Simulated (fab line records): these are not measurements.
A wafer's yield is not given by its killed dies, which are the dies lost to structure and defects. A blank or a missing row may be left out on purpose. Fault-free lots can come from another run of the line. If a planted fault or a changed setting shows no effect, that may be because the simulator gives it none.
Split-lot trial | flow n5-finfet | 7 lots, 39 wafers read, on a route of 1938 steps

== ON THE SPLIT ==
At N5_BEOL_M7_ILD_DEP_00 (deposits SiCOH lowk from DEMS/porogen, target thk 179.75 nm, time 33.4 s), the setting target-thk-a was moved away from the recipe's 1797.5 angstrom on 12 of the 39 wafers read, by -50.4% to +34.3%. For the rest of the wafers, this setting stayed at what the recipe calls for.

== FROM THE SPLIT ON TO THE READING: in between, the file shows 1 step ==
- N5_BEOL_M7_CURE_74: cures SiCOH lowk, time 240 s

== THE READING ==
M7_ILD_THK in nanometres, read at N5_BEOL_M7_THK_MEAS_01. Fault-free wafers of this fab line usually give 154.2 nm, standard deviation 1.8 nm.

wafer  | tool, chamber at the split | target-thk-a as run, angstrom | against the recipe | M7_ILD_THK, nm | against lot-mates on the recipe
L077.1 | pecvd-03, 2                | 1797.5                        | recipe             | 152.1          | -
L077.2 | pecvd-03, 0                | 1797.5                        | recipe             | 153.7          | -
L077.3 | pecvd-03, 1                | 891                           | -50.4%             | 76.3           | -77.6
L077.4 | pecvd-03, 1                | 1797.5                        | recipe             | 155.9          | -
L077.5 | pecvd-03, 2                | 891                           | -50.4%             | 77.3           | -76.6
L077.6 | pecvd-03, 0                | 891                           | -50.4%             | 75.7           | -78.2
L076.1 | pecvd-04, 2                | 1797.5                        | recipe             | 153.4          | -
L076.2 | pecvd-04, 1                | 1797.5                        | recipe             | 153.5          | -
L076.3 | pecvd-04, 0                | 1797.5                        | recipe             | 152.1          | -
L076.4 | pecvd-04, 2                | 1797.5                        | recipe             | 154.8          | -
L076.5 | pecvd-04, 0                | 1797.5                        | recipe             | 155.4          | -
L076.6 | pecvd-04, 1                | 1797.5                        | recipe             | 155.9          | -
L079.1 | pecvd-02, 2                | 1797.5                        | recipe             | 150.3          | -
L079.2 | pecvd-02, 0                | 1797.5                        | recipe             | 151.3          | -
L079.3 | pecvd-02, 1                | 2414                          | +34.3%             | 205.5          | +53.4
L079.4 | pecvd-02, 1                | 2414                          | +34.3%             | 209.2          | +57.1
L079.5 | pecvd-02, 0                | 1797.5                        | recipe             | 154.8          | -
L079.6 | pecvd-02, 2                | 2414                          | +34.3%             | 206.8          | +54.7
L081.1 | pecvd-03, 1                | 1797.5                        | recipe             | 153.5          | -
L081.2 | pecvd-03, 0,1              | 1797.5                        | recipe             | 155.5          | -
L081.6 | pecvd-03, 0,1              | 1797.5                        | recipe             | 155.6          | -
L089.1 | pecvd-02, 0                | 1797.5                        | recipe             | 154.5          | -
L089.2 | pecvd-02, 1                | 1797.5                        | recipe             | 157.1          | -
L089.3 | pecvd-02, 2                | 1260                          | -29.9%             | 107.4          | -49.3
L089.4 | pecvd-02, 1                | 1260                          | -29.9%             | 110.0          | -46.7
L089.5 | pecvd-02, 2                | 1797.5                        | recipe             | 158.5          | -
L089.6 | pecvd-02, 0                | 1260                          | -29.9%             | 110.2          | -46.5
L090.1 | pecvd-02, 1                | 1797.5                        | recipe             | 153.6          | -
L090.2 | pecvd-02, 2                | 1797.5                        | recipe             | 152.2          | -
L090.3 | pecvd-02, 0                | 2268                          | +26.2%             | 193.3          | +39.4
L090.4 | pecvd-02, 1                | 2268                          | +26.2%             | 197.9          | +44.0
L090.5 | pecvd-02, 2                | 2268                          | +26.2%             | 198.0          | +44.1
L090.6 | pecvd-02, 0                | 1797.5                        | recipe             | 156.0          | -
L095.1 | pecvd-04, 2                | 1797.5                        | recipe             | 152.6          | -
L095.2 | pecvd-04, 0                | 1797.5                        | recipe             | 151.6          | -
L095.3 | pecvd-04, 1                | 1797.5                        | recipe             | 155.0          | -
L095.4 | pecvd-04, 0                | 1797.5                        | recipe             | 155.7          | -
L095.5 | pecvd-04, 2                | 1797.5                        | recipe             | 154.2          | -
L095.6 | pecvd-04, 1                | 1797.5                        | recipe             | 154.8          | -
Where a row lists several chambers, the file gives one row for several wafers and doesn't say which wafer went through which chamber.

THE FIT
A straight line over all 39 wafers: M7_ILD_THK changes by +1.55 nm for each +1% of target-thk-a; r = +1.00; the points scatter about the line by 1.9 nm.
The same after taking each lot's own level away (the mean of its wafers on the recipe; 39 wafers): +1.57 nm for each +1%; r = +1.00; scatter 1.7 nm.
Per that fit: largest target-thk-a move, reading shift of 79 nm.
The span of the lots' own levels, 152.13 to 156.70 nm, comes to 2.5 times the standard deviation stated above.
The two slopes agree, so the slope changes little with the lot-to-lot level.
Check: for one of the wafers moved furthest among these (-50.4%), held out of the fit, the line's prediction against its lot-mates is -79.3 nm. Against them it came out at -77.6 nm.

== OTHER SPLITS ON THESE WAFERS ==
Note: prior to the reading, these wafers also went through further splits. Each is held against what the fit with the lots' levels taken away leaves over:
other split on the same wafers     | wafers away from the commonest value | r with M7_ILD_THK (lot level and that fit taken away)
N5_FIN_SAQP_ETCH_65 time-s         | 12                                   | +0.13
N5_ILD0_PRECLEAN_10 time-s         | 15                                   | +0.06
N5_BEOL_M1_ILD_DEP_00 target-thk-a | 15                                   | +0.10
N5_BEOL_M3_PECVD_72 time-s         | 15                                   | +0.00

== THE WHOLE CHAIN: every reading that the file lists as answering this split, in the file's order ==
step                   | what it does                                                             | reading                                                                                  | change (the file's fit)              | r (the file's)
N5_BEOL_M7_ILD_DEP_00  | deposits SiCOH lowk from DEMS/porogen, target thk 179.75 nm, time 33.4 s | SiCOH_lowk_of_BEOL_M7_ILD_DEP_00.thk-nm (the simulator's own value, which no gauge read) | +1.81 nm for each +1% of the setting | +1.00
N5_BEOL_M7_CURE_74     | cures SiCOH lowk, time 240 s                                             | SiCOH_lowk_of_BEOL_M7_ILD_DEP_00.thk-nm (the simulator's own value, which no gauge read) | +1.57 nm for each +1% of the setting | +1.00
N5_BEOL_M7_THK_MEAS_01 |                                                                          | M7_ILD_THK                                                                               | +1.57 for each +1% of the setting    | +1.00

== THE FILE'S OWN FIT ==
M7_ILD_THK changes by +1.57 nm for each +1% of target-thk-a, r = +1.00.
